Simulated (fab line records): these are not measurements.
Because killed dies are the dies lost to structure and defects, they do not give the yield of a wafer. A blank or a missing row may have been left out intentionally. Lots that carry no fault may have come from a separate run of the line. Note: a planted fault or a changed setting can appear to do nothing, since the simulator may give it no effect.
fab line records | flow nand-harc | part 2 of 2: steps 23 to 28 of 28
record lots=5 | wafers=15 | last-day=32
route steps=1302 shown A_STAIRCASE@655
lots with no fault: from the same line, run without faults
start-h: the number of hours between the record's first day and the start of the first shown wafer of the lot | wait-h: hours since the lot's step before | " repeats the value in the row above | L1.1+2: one row covering several wafers at once | - no value, or no start was given | * or withheld: withheld | < > ~ a bound
route shown NAME@n: NAME is a module with steps in the file, n the number in the route of the first one | usual: mean/standard deviation taken from wafers without a fault | same: alike in all rows | chamber/n: place in a boat | sites: per-site readings | _std_site: how widely they spread, as a standard deviation | _edge_site: inner sites' mean taken away from outer sites' mean | radius-mm: for every site, how far away it sits from the centre of the wafer | mask NAME#n: copy n | behind: the last tool/chamber to shape the wafer | hold: the reason the lot was held/the length of the hold in hours/how it ended | device: whichever transistor did not switch (one of n, p or np) | end of line: tests of these same wafers at the route's end | where a step has no rows: the recipe by itself | killed: dies lost to structure and defects at the first sort, not the wafer's yield | map: shows each die of a wafer: x if killed, . if not, _ if none is there
set.NAME: the run value of the setting; set.NAME@STEP: its run value at that earlier step | model.NAME: the simulator's own value behind a step, which no gauge read
lots at selected steps of the route; one table per step, one row per wafer
services: a tool's chamber out of use, with start hour (start-h, from the record's first day; less than 0 if before it), hours out, and reason
## steps
# step NHARC_A_STAIRCASE_TRIM_22
# recipe time-s=211.2 | o2-flow-sccm=500 | ar-flow-sccm=0 | bias-w=0 | chemistry=O2
# usual drypump-motor-current-A=6.0/0.36 | oes-product-au=1.004/0.012 | rf-vpp-V=57.8/0.91 | showerhead-plenum-p-Torr=3.54/0.16 | throttle-valve-pct=17.037/0.0091
# same bias-w=0
lot.wafer | tool        | chamber | start-h | wait-h | drypump-motor-current-A | oes-product-au | rf-hours-counter-h | rf-vpp-V | showerhead-plenum-p-Torr | throttle-valve-pct
L075.4    | rie-diel-13 | 1       | -       | -      | 6.5                     | 0.995          | 3                  | 57.7     | 3.81                     | 17.036
L075.3    | "           | 0       | "       | "      | 6.3                     | 1.010          | 3                  | 58.4     | 3.62                     | 17.037
L075.5    | "           | 2       | "       | "      | 6.5                     | 0.992          | -                  | 58.3     | 3.52                     | 17.046
L077.3    | rie-diel-13 | 2       | -       | -      | 6.5                     | 1.007          | 10                 | 59.5     | 3.52                     | 17.036
L077.5    | "           | 2       | "       | "      | 6.5                     | 1.012          | -                  | 58.2     | 3.52                     | 17.034
L077.6    | "           | 3       | "       | "      | 5.6                     | 1.008          | -                  | 57.2     | 3.31                     | 17.038
L087.3    | rie-diel-13 | 3       | -       | -      | 5.6                     | 1.010          | 55                 | 57.2     | 3.29                     | 17.038
L087.4    | "           | 0       | "       | "      | 6.3                     | 0.987          | 52                 | 57.3     | 3.59                     | 17.039
L087.6    | "           | 0       | "       | "      | 6.3                     | 1.001          | -                  | 58.7     | 3.59                     | 17.042
L091.3    | rie-diel-03 | 0       | -       | -      | 6.2                     | 1.033          | 17                 | 58.4     | 3.43                     | 17.050
L091.1    | "           | 1       | "       | "      | 6.2                     | 1.009          | 17                 | 58.9     | 3.80                     | 17.024
L091.2    | "           | 2       | "       | "      | 6.0                     | 0.993          | 19                 | 57.8     | 3.35                     | 17.031
L093.3    | rie-diel-03 | 1       | -       | -      | 6.2                     | 0.991          | 20                 | 59.1     | 3.80                     | 17.053
L093.1    | "           | 2       | "       | "      | 6.0                     | 0.987          | 22                 | 57.8     | 3.35                     | 17.035
L093.4    | "           | 3       | "       | "      | 5.9                     | 0.978          | 23                 | 59.4     | 3.69                     | 17.041
# step NHARC_A_STAIRCASE_ETCH_23
# recipe target-depth-a=1000 | time-s=40.5 | ion-energy-ev=400 | c4f8-flow-sccm=20 | o2-flow-sccm=10 | ar-flow-sccm=withheld | rf-w=600 | bias-w=1000 | chemistry=C4F8/O2
# usual bias-w=999.8/2.8 | oes-product-au=0.950/0.017 | rf-vpp-V=896/5.7
lot.wafer | tool        | chamber | start-h | wait-h | bias-w | oes-product-au | rf-hours-counter-h | rf-vpp-V
L075.3    | rie-diel-13 | 0       | -       | -      | 992.5  | 0.958          | 3                  | 901
L075.4    | "           | 2       | "       | "      | 996.8  | 0.955          | 4                  | 896
L075.5    | "           | 0       | "       | "      | 993.3  | 0.956          | -                  | 899
L077.3    | rie-diel-13 | 3       | -       | -      | 1005.5 | 0.958          | 10                 | 888
L077.6    | "           | 1       | "       | "      | 1005.8 | 0.913          | -                  | 906
L077.5    | "           | 2       | "       | "      | 1001.8 | 0.945          | -                  | 894
L087.3    | rie-diel-13 | 0       | -       | -      | 997.6  | 0.937          | 52                 | 898
L087.4    | "           | 1       | "       | "      | 998.2  | 0.939          | 40                 | 905
L087.6    | "           | 3       | "       | "      | 999.7  | 0.943          | -                  | 887
L091.2    | rie-diel-03 | 2       | -       | -      | 1000.2 | 0.917          | 19                 | 889
L091.1    | "           | 3       | "       | "      | 1000.7 | 0.937          | 19                 | 902
L091.3    | "           | 1       | "       | "      | 1001.4 | 0.942          | 17                 | 905
L093.4    | rie-diel-03 | 3       | -       | -      | 997.6  | 0.967          | 23                 | 904
L093.3    | "           | 0       | "       | "      | 1003.3 | 0.995          | 21                 | 892
L093.1    | "           | 2       | "       | "      | 1002.4 | 0.960          | 22                 | 889
# step NHARC_A_STAIRCASE_TRIM_24
# recipe time-s=211.2 | o2-flow-sccm=500 | ar-flow-sccm=0 | bias-w=0 | chemistry=O2
# usual drypump-motor-current-A=6.0/0.35 | oes-product-au=1.004/0.013 | rf-vpp-V=57.8/0.89 | showerhead-plenum-p-Torr=3.54/0.16 | throttle-valve-pct=17.037/0.009
# same bias-w=0
lot.wafer | tool        | chamber | start-h | wait-h | drypump-motor-current-A | oes-product-au | rf-hours-counter-h | rf-vpp-V | showerhead-plenum-p-Torr | throttle-valve-pct
L075.3    | rie-diel-13 | 2       | -       | -      | 6.5                     | 1.011          | 4                  | 57.3     | 3.52                     | 17.029
L075.4    | "           | 1       | "       | "      | 6.4                     | 0.994          | 4                  | 57.9     | 3.81                     | 17.033
L075.5    | "           | 3       | "       | "      | 5.6                     | 1.019          | -                  | 55.8     | 3.31                     | 17.035
L077.3    | rie-diel-13 | 1       | -       | -      | 6.4                     | 0.993          | 8                  | 57.9     | 3.80                     | 17.038
L077.5    | "           | 0       | "       | "      | 6.3                     | 1.006          | -                  | 58.1     | 3.62                     | 17.030
L077.6    | "           | 1       | "       | "      | 6.4                     | 0.978          | -                  | 58.6     | 3.80                     | 17.044
L087.4    | rie-diel-13 | 0       | -       | -      | 6.4                     | 0.994          | 52                 | 56.7     | 3.59                     | 17.028
L087.3    | "           | 2       | "       | "      | 6.5                     | 1.006          | 51                 | 57.9     | 3.49                     | 17.032
L087.6    | "           | 1       | "       | "      | 6.5                     | 0.977          | -                  | 58.9     | 3.79                     | 17.026
L091.3    | rie-diel-03 | 0       | -       | -      | 6.2                     | 1.017          | 18                 | 55.9     | 3.43                     | 17.051
L091.1    | "           | 1       | "       | "      | 6.2                     | 1.004          | 17                 | 58.7     | 3.80                     | 17.042
L091.2    | "           | 2       | "       | "      | 6.0                     | 1.001          | 19                 | 57.3     | 3.35                     | 17.039
L093.1    | rie-diel-03 | 3       | -       | -      | 5.9                     | 0.995          | 23                 | 60.0     | 3.69                     | 17.055
L093.3    | "           | 0       | "       | "      | 6.2                     | 1.028          | 21                 | 58.1     | 3.42                     | 17.028
L093.4    | "           | 1       | "       | "      | 6.2                     | 0.999          | 20                 | 59.7     | 3.80                     | 17.027
# step NHARC_A_STAIRCASE_ETCH_25
# recipe target-depth-a=1000 | time-s=40.5 | ion-energy-ev=400 | c4f8-flow-sccm=20 | o2-flow-sccm=10 | ar-flow-sccm=withheld | rf-w=600 | bias-w=1000 | chemistry=C4F8/O2
# usual bias-w=1000/3 | oes-product-au=0.944/0.014 | rf-vpp-V=897/5.8
lot.wafer | tool        | chamber | start-h | wait-h | bias-w | oes-product-au | rf-hours-counter-h | rf-vpp-V
L075.4    | rie-diel-13 | 2       | -       | -      | 995    | 0.953          | 4                  | 897
L075.3    | "           | 0       | "       | "      | 999    | 0.949          | 3                  | 900
L075.5    | "           | 2       | "       | "      | 996    | 0.947          | -                  | 896
L077.3    | rie-diel-13 | 2       | -       | -      | 1000   | 0.947          | 10                 | 896
L077.5    | "           | 0       | "       | "      | 1002   | 0.919          | -                  | 899
L077.6    | "           | 1       | "       | "      | 1002   | 0.926          | -                  | 907
L087.3    | rie-diel-13 | 0       | -       | -      | 998    | 0.929          | 52                 | 898
L087.4    | "           | 3       | "       | "      | 1004   | 0.953          | 55                 | 887
L087.6    | "           | 0       | "       | "      | 999    | 0.937          | -                  | 898
L091.1    | rie-diel-03 | 3       | -       | -      | 1000   | 0.927          | 20                 | 902
L091.3    | "           | 1       | "       | "      | 1003   | 0.934          | 17                 | 906
L091.2    | "           | 2       | "       | "      | 999    | 0.935          | 19                 | 888
L093.1    | rie-diel-03 | 0       | -       | -      | 1000   | 0.977          | 21                 | 892
L093.4    | "           | 1       | "       | "      | 1001   | 0.950          | 20                 | 906
L093.3    | "           | 2       | "       | "      | 994    | 0.939          | 22                 | 890
# step NHARC_A_STAIRCASE_TRIM_26
# recipe time-s=211.2 | o2-flow-sccm=500 | ar-flow-sccm=0 | bias-w=0 | chemistry=O2
# usual drypump-motor-current-A=6.0/0.35 | oes-product-au=1.003/0.013 | rf-vpp-V=57.9/0.91 | showerhead-plenum-p-Torr=3.54/0.15 | throttle-valve-pct=17.036/0.0087
# same bias-w=0
lot.wafer | tool        | chamber | start-h | wait-h | drypump-motor-current-A | oes-product-au | rf-hours-counter-h | rf-vpp-V | showerhead-plenum-p-Torr | throttle-valve-pct
L075.3    | rie-diel-13 | 1       | -       | -      | 6.4                     | 0.995          | 4                  | 58.7     | 3.81                     | 17.035
L075.4    | "           | 2       | "       | "      | 6.5                     | 1.002          | 4                  | 57.4     | 3.52                     | 17.040
L075.5    | "           | 1       | "       | "      | 6.4                     | 0.988          | -                  | 58.7     | 3.81                     | 17.036
L077.3    | rie-diel-13 | 0       | -       | -      | 6.3                     | 0.992          | 8                  | 57.5     | 3.62                     | 17.044
L077.6    | "           | 0       | "       | "      | 6.3                     | 1.005          | -                  | 56.8     | 3.62                     | 17.041
L077.5    | "           | 1       | "       | "      | 6.5                     | 0.996          | -                  | 57.9     | 3.80                     | 17.035
L087.4    | rie-diel-13 | 2       | -       | -      | 6.5                     | 1.013          | 51                 | 58.1     | 3.49                     | 17.043
L087.3    | "           | 0       | "       | "      | 6.3                     | 0.994          | 52                 | 58.3     | 3.59                     | 17.028
L087.6    | "           | 2       | "       | "      | 6.5                     | 1.022          | -                  | 58.9     | 3.49                     | 17.040
L091.2    | rie-diel-03 | 2       | -       | -      | 6.0                     | 0.992          | 19                 | 57.4     | 3.35                     | 17.024
L091.3    | "           | 0       | "       | "      | 6.2                     | 1.030          | 18                 | 56.6     | 3.43                     | 17.041
L091.1    | "           | 1       | "       | "      | 6.2                     | 0.998          | 18                 | 58.2     | 3.80                     | 17.024
L093.1    | rie-diel-03 | 3       | -       | -      | 5.9                     | 1.000          | 23                 | 57.7     | 3.69                     | 17.027
L093.4    | "           | 0       | "       | "      | 6.2                     | 1.009          | 21                 | 58.7     | 3.42                     | 17.032
L093.3    | "           | 1       | "       | "      | 6.2                     | 1.002          | 20                 | 59.9     | 3.80                     | 17.045
# step NHARC_A_STAIRCASE_ETCH_27
# recipe target-depth-a=1000 | time-s=40.5 | ion-energy-ev=400 | c4f8-flow-sccm=20 | o2-flow-sccm=10 | ar-flow-sccm=withheld | rf-w=600 | bias-w=1000 | chemistry=C4F8/O2
# usual bias-w=1000.3/2.7 | oes-product-au=0.945/0.012 | rf-vpp-V=897/5.5
lot.wafer | tool        | chamber | start-h | wait-h | bias-w | oes-product-au | rf-hours-counter-h | rf-vpp-V
L075.4    | rie-diel-13 | 0       | -       | -      | 1000.1 | 0.945          | 3                  | 900
L075.3    | "           | 1       | "       | "      | 1002.0 | 0.939          | 4                  | 905
L075.5    | "           | 0       | "       | "      | 1000.7 | 0.943          | -                  | 899
L077.3    | rie-diel-13 | 1       | -       | -      | 997.3  | 0.927          | 9                  | 905
L077.5    | "           | 1       | "       | "      | 1000.8 | 0.924          | -                  | 905
L077.6    | "           | 2       | "       | "      | 1003.1 | 0.951          | -                  | 896
L087.3    | rie-diel-13 | 1       | -       | -      | 999.9  | 0.932          | 40                 | 906
L087.4    | "           | 3       | "       | "      | 998.7  | 0.938          | 55                 | 886
L087.6    | "           | 2       | "       | "      | 998.1  | 0.959          | -                  | 894
L091.1    | rie-diel-03 | 0       | -       | -      | 1002.4 | 0.957          | 18                 | 892
L091.2    | "           | 1       | "       | "      | 997.9  | 0.938          | 18                 | 905
L091.3    | "           | 3       | "       | "      | 1002.8 | 0.924          | 20                 | 902
L093.3    | rie-diel-03 | 2       | -       | -      | 997.6  | 0.947          | 22                 | 890
L093.1    | "           | 3       | "       | "      | 1002.3 | 0.942          | 23                 | 902
L093.4    | "           | 1       | "       | "      | 998.3  | 0.955          | 20                 | 906
## services
tool           | chamber | start-h | hours | kind
krf-scanner-02 | -       | 342.03  | 2.7   | repair
rie-diel-13    | -       | 342.05  | 9.0   | pm
wet-bench-03   | -       | 357.76  | 1.8   | repair
krf-scanner-02 | -       | 382.33  | 3.7   | repair
wet-bench-03   | -       | 386.42  | 8.0   | pm
wet-bench-05   | -       | 386.92  | 2.0   | repair
krf-scanner-01 | -       | 391.95  | 3.2   | repair
krf-scanner-03 | -       | 396.00  | 4.0   | pm
litho-track-02 | -       | 402.00  | 7.0   | pm
rie-diel-03    | 0       | 407.54  | 3.3   | repair
litho-track-07 | -       | 426.00  | 7.0   | pm
krf-scanner-03 | -       | 432.41  | 4.7   | repair
rie-diel-13    | 1       | 436.55  | 14.8  | repair
wet-bench-05   | -       | 436.80  | 8.0   | pm
krf-scanner-02 | -       | 438.00  | 4.0   | pm
wet-bench-01   | -       | 453.94  | 8.0   | pm
rie-diel-03    | -       | 460.50  | 9.0   | pm
wet-bench-03   | -       | 473.04  | 4.2   | repair
litho-track-05 | -       | 474.02  | 7.0   | pm
krf-scanner-01 | -       | 484.00  | 4.0   | pm
rie-diel-13    | 1       | 511.94  | 4.5   | repair
krf-scanner-03 | -       | 514.66  | 5.1   | repair
rie-diel-13    | -       | 519.68  | 9.0   | pm
krf-scanner-03 | -       | 525.94  | 1.4   | repair
